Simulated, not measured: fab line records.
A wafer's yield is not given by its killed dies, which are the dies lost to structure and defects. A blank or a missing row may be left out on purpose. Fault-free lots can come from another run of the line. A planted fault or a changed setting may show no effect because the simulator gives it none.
Chamber matching -- flow nand-harc -- NHARC_A_CONTACT_ETCH_90 on rie-diel-10: 4 sister chambers
The step etches the open film in CH3F/O2, target depth 40 nm, time 85.7 s. 4 wafers are shown with their chamber, then 7 later ones without.

## WAFERS PAIRED WITH THEIR CHAMBERS
wafer,chamber,drypump-motor-current-A (A)
L078.6,2,5.0
L080.5,1,5.4
L081.1,3,5.9
L081.4,0,5.7

## WAFERS WITH NO CHAMBER GIVEN
wafer,drypump-motor-current-A (A)
L081.6,5.7
L086.1,5.7
L086.3,5.0
L086.6,5.4
L096.2,5.8
L096.4,5.0
L096.6,5.7

## WHICH CHAMBER EACH WENT THROUGH
wafer,from the rows above,in truth
L081.6,0,0
L086.1,0,0
L086.3,2,2
L086.6,1,1
L096.2,can't be placed: 0 or 3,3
L096.4,2,2
L096.6,0,0
Correctly placed: 6 of 7. Unplaceable from these rows: 1, with the true chamber sitting among the candidates in 1. 0 placed wrongly.
How it was worked out, from the rows above alone: a wafer's distance from a chamber is the root of the sum, over the readings, of the square of ((its reading less the chamber's mean) divided by the reading's scatter). If the next closest chamber is less than 2 further off than the closest, the wafer can't be placed; otherwise it belongs to the closest. A chamber's mean is the mean of its shown wafers. The scatter: with one shown wafer a chamber, the root of the mean of the squares of how far each hidden wafer lies from its nearest shown one.
